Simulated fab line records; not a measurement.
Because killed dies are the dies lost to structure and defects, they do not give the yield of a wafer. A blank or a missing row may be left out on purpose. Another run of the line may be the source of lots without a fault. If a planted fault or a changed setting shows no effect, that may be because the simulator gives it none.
fab line records | flow nand_harc
record: lots: 6 wafers: 18 last_day: 23
route steps=1159 shown THIN_TSV@1139
lots that met no fault: from a run of the same line without faults
start_h: hours from the record's opening day to when the first of the lot's shown wafers began | wait_h: hours elapsed since this lot's preceding step | " as in the row above | L1.1+2: several wafers, shown together as one row | - no value present, or no start provided | * or withheld: withheld | < > ~ a bound
route shown NAME@n: names a module that has steps shown in the file, with the first one's number in the route | usual: the fault-free wafers' mean and standard deviation | same: alike in all rows | chamber/n: place in a boat | sites: per-site readings | _std_site: their standard deviation | _edge_site: mean of outer sites minus mean of inner sites | radius_mm: how far each site lies from the wafer's centre | mask NAME#n: copy n | behind: the most recent tool/chamber to have shaped the wafer | hold: what put the lot on hold/how long, in hours/how the hold closed | device: whichever transistor did not switch (one of n, p or np) | end of line: the route-end tests of the same wafers | a step with no rows: only its recipe | killed: not the wafer's yield, but the dies lost to structure and defects at the first sort | map: shows each die of a wafer: x if killed, . if not, _ if none is there
set.NAME: setting as actually run; set.NAME@STEP: the setting as run at that earlier step | model.NAME: the simulator's own value behind a step, which no gauge read
lots seen at some steps along the route; tables by step, rows by wafer
services: a tool's chamber out of use, with start hour (start_h, from the record's first day; less than 0 if before it), hours out, and reason
== steps ==
step: NHARC_THIN_TSV_PVD_24
recipe: target_thk_a: 8000 power_w: withheld chamber_pressure_pa: withheld substrate_temp_c: withheld time_s: withheld gas: Ar material: Al
step: NHARC_THIN_TSV_DEHYDRATE_25
recipe: temp_c: 150 time_s: 120
step: NHARC_THIN_TSV_HMDS_26
recipe: time_s: 30
step: NHARC_THIN_TSV_COAT_27
recipe: spin_rpm: *
step: NHARC_THIN_TSV_SOFTBAKE_28
recipe: temp_c: 122 time_s: 95
step: NHARC_THIN_TSV_EBR_29
step: NHARC_THIN_TSV_EXPOSE_30
recipe: na: 0.55 dose_mj: 11.47 mask_id: PAD
step: NHARC_THIN_TSV_PEB_31
recipe: peb_temp_c: 118 peb_time_s: 85
step: NHARC_THIN_TSV_DEVELOP_32
recipe: time_s: 70
step: NHARC_THIN_TSV_CD_MEAS_33
recipe: target_cd_nm: 5000 landing_energy_ev: 500
usual: cd_nm: 4998.1/2.1
columns lot.wafer tool chamber start_h wait_h cd_nm
L393.1 cd_sem-03 0 450.48 - 4996.0
L393.3 " 0 " " 4998.8
L393.5 " 0 " " 4994.8
L397.1 cd_sem-03 0 460.89 - 4998.5
L397.3 " 0 " " 4997.9
L397.6 " 0 " " 4998.2
L395.2 cd_sem-03 0 463.93 - 4999.6
L395.4 " 0 " " 4998.0
L395.5 " 0 " " 4998.3
L396.2 cd_sem-01 0 491.81 - 4996.7
L396.3 " 0 " " 4995.3
L396.4 " 0 " " 4998.0
L407.2 cd_sem-01 0 537.43 - 5000.2
L407.4 " 0 " " 4997.6
L407.6 " 0 " " 4995.8
L404.2 cd_sem-01 0 541.16 - 4994.9
L404.5 " 0 " " 4996.3
L404.6 " 0 " " 4996.4
step: NHARC_THIN_TSV_HARDBAKE_34
recipe: temp_c: 125 time_s: 80
step: NHARC_THIN_TSV_DESCUM_35
recipe: time_s: 3 o2_flow_sccm: 200 ar_flow_sccm: 0 bias_power_w: 0 chemistry: O2
usual: drypump_motor_current_A: 5.8/0.32 oes_product_au: 0.991/0.015 rf_vpp_V: 57.8/0.8 showerhead_plenum_p_Torr: 1.92/0.073 throttle_valve_pct: 11.312/0.0096
columns lot.wafer tool chamber start_h wait_h drypump_motor_current_A oes_product_au rf_hours_counter_h rf_vpp_V showerhead_plenum_p_Torr throttle_valve_pct
L393.3 rie_diel-12 1 450.66 - 5.6 1.011 4 58.2 1.92 11.318
L393.1 " 2 " " 5.5 0.989 5 57.4 1.86 11.315
L393.5 " 0 " " 5.9 0.999 - 57.8 1.92 11.307
L397.3 rie_diel-02 2 461.06 - 5.9 0.999 12 57.7 2.04 11.318
L397.1 " 3 " " 5.8 1.028 12 58.2 1.92 11.299
L397.6 " 2 " " 5.9 1.002 - 59.1 2.04 11.306
L395.2 rie_diel-12 0 464.09 - 5.9 0.994 6 56.9 1.92 11.321
L395.4 " 2 " " 5.5 0.972 6 56.5 1.86 11.295
L395.5 " 0 " " 5.9 0.988 - 57.7 1.92 11.324
L396.4 rie_diel-12 2 491.96 - 5.5 0.967 6 58.3 1.86 11.313
L396.3 " 3 " " 5.1 0.966 8 57.1 1.77 11.328
L396.2 " 0 " " 5.9 0.998 7 56.9 1.92 11.314
L407.2 rie_diel-01 3 537.61 - 5.8 0.989 4 58.7 1.90 11.313
L407.4 " 1 " " 5.4 0.970 3 58.3 1.95 11.288
L407.6 " 3 " " 5.9 0.984 - 57.4 1.90 11.309
L404.2 rie_diel-01 2 541.35 - 6.0 0.980 3 57.8 2.02 11.310
L404.5 " 3 " " 5.8 0.998 - 57.4 1.90 11.314
L404.6 " 0 " " 6.1 0.997 - 58.0 2.00 11.310
step: NHARC_THIN_TSV_ETCH_59
recipe: target_depth_a: 8800 icp_w: 900 bias_w: 100 Cl2_flow_sccm: 60 bcl3_flow_sccm: 30 time_s: 138.1 chemistry: Cl2/BCl3
usual: bias_w: 100.00/0.28 drypump_motor_current_A: 5.6/0.32 oes_product_au: 1.000/0.01 rf_fwd_power_W: 894.8/2.9 run_length_s: 159.5/0.46 throttle_valve_pct: 22.265/0.0094
columns lot.wafer tool chamber start_h wait_h bias_w drypump_motor_current_A oes_product_au rf_fwd_power_W rf_hours_counter_h run_length_s throttle_valve_pct
L393.1 rie_metal-03 1 450.77 0.1 100.11 5.8 0.992 897.8 4.7 160.1 22.254
L393.3 " 1 " " 99.72 5.9 0.991 895.1 - 159.8 22.257
L393.5 " 1 " " 100.09 5.8 0.998 899.3 - 159.9 22.258
L397.1 rie_metal-02 0 461.22 0.1 100.20 5.8 0.999 893.2 1.9 158.9 22.269
L397.3 " 1 " " 100.09 6.0 1.004 892.9 - 158.8 22.290
L397.6 " 0 " " 100.42 5.8 1.003 889.5 - 158.8 22.260
L395.2 rie_metal-03 0 464.25 0.2 - 5.3 0.999 - 0.0 145.9 22.265
L395.4 " 0 " " - 5.3 0.989 - - 145.8 22.263
L395.5 " 1 " " 100.02 5.8 1.009 896.6 - 159.6 22.275
L396.2 rie_metal-03 0 492.09 0.1 - 5.3 0.997 - 0.8 145.7 22.254
L396.4 " 0 " " - 5.3 0.995 - - 145.9 22.279
L396.3 " 1 " " 100.26 5.8 1.008 895.1 - 159.8 22.261
L407.2 rie_metal-02 1 537.72 0.1 100.26 6.0 1.010 894.3 4.0 159.1 22.263
L407.4 " 1 " " 100.03 6.0 1.009 895.6 - 159.0 22.279
L407.6 " 1 " " 100.49 6.0 1.012 895.4 - 159.0 22.264
L404.2 rie_metal-01 0 541.48 0.1 99.93 5.0 0.989 901.3 0.5 159.4 22.265
L404.6 " 1 " " 99.72 5.6 1.001 895.0 - 160.1 22.267
L404.5 " 0 " " 99.68 5.0 0.982 902.4 - 159.7 22.256
step: NHARC_THIN_TSV_ETCH_36
recipe: target_depth_a: 650 over_etch_frac: 0.3 time_s: 18.571 ion_energy_ev: 150 chemistry: Cl2/BCl3
usual: drypump_motor_current_A: 5.6/0.32 oes_product_au: 1.000/0.0098 run_length_s: 40.0/0.42
columns lot.wafer tool chamber start_h wait_h drypump_motor_current_A oes_product_au rf_hours_counter_h run_length_s
L393.1 rie_metal-03 1 451.24 0.4 5.8 0.996 5.0 40.1
L393.3 " 1 " " 5.8 1.000 - 40.6
L393.5 " 1 " " 5.8 0.991 - 40.3
L397.1 rie_metal-02 1 461.44 0.2 6.0 1.006 2.1 39.4
L397.3 " 1 " " 6.0 1.012 - 39.8
L397.6 " 0 " " 5.8 1.002 - 40.0
L395.2 rie_metal-03 1 464.48 0.2 5.8 0.996 0.2 40.2
L395.4 " 0 " " 5.3 0.988 - 40.0
L395.5 " 0 " " 5.3 0.997 - 39.5
L396.2 rie_metal-03 1 492.35 0.2 5.8 0.995 0.9 40.3
L396.3 " 1 " " 5.8 1.012 - 40.5
L396.4 " 0 " " 5.3 0.993 - 39.5
L407.2 rie_metal-02 0 537.99 0.2 5.8 0.998 4.2 39.8
L407.4 " 0 " " 5.8 1.000 - 39.9
L407.6 " 0 " " 5.8 1.017 - 39.5
L404.2 rie_metal-01 0 541.70 0.2 5.1 0.996 0.7 40.2
L404.5 " 0 " " 5.1 0.983 - 39.7
L404.6 " 1 " " 5.6 0.987 - 40.2
== services ==
columns tool chamber start_h hours kind
rie_diel-12 0 437.43 - clean
rie_diel-12 1 437.43 - clean
rie_diel-12 2 437.43 - clean
rie_diel-12 3 437.43 - clean
rie_metal-03 0 450.61 4.3 repair
rie_metal-03 - 453.00 9.0 pm
rie_metal-03 1 453.00 9.0 vent_cycle
rie_diel-12 0 461.93 - clean
rie_diel-12 1 461.93 - clean
rie_diel-12 2 461.93 - clean
rie_diel-12 3 461.93 - clean
rie_metal-03 1 462.00 - clean
rie_diel-12 0 486.43 - clean
rie_diel-12 1 486.43 - clean
rie_diel-12 2 486.43 - clean
rie_diel-12 3 486.43 - clean
rie_diel-01 - 491.84 9.0 pm
rie_diel-02 - 505.00 9.0 pm
rie_diel-01 2 507.48 4.4 repair
rie_metal-01 - 509.00 9.0 pm
rie_diel-12 0 510.93 - clean
rie_diel-12 1 510.93 - clean
rie_metal-03 0 518.09 1.1 repair
rie_diel-12 3 537.28 29.8 repair
== key ==
first_sign: step: NHARC_THIN_TSV_ETCH_59 reading: run_length_s direction: down sigmas: 30 usual: * struck: *
effect none on later readings
met_at NHARC_THIN_TSV_ETCH_59
struck_wafers L395.2,L395.4,L396.2,L396.4
later_rows_left_out L395.2,L395.4,L396.2,L396.4
sort_left_out L395.2,L395.4,L396.2,L396.4
fault: kind: process_parameter_drift tool: rie_metal-03 chamber: 0 onset_h: 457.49 steps: NHARC_THIN_TSV_ETCH_59 channel: time_s offset: * shape: step end_h: 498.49 acts_in: * stated: *
sort_left_out: the simulated sort isn't trusted on such a fault, so these wafers' sort isn't shown, and their yield isn't known
later_rows_left_out: the simulator's readings of these wafers behind a module that went badly wrong aren't trusted and aren't shown, but for the sort
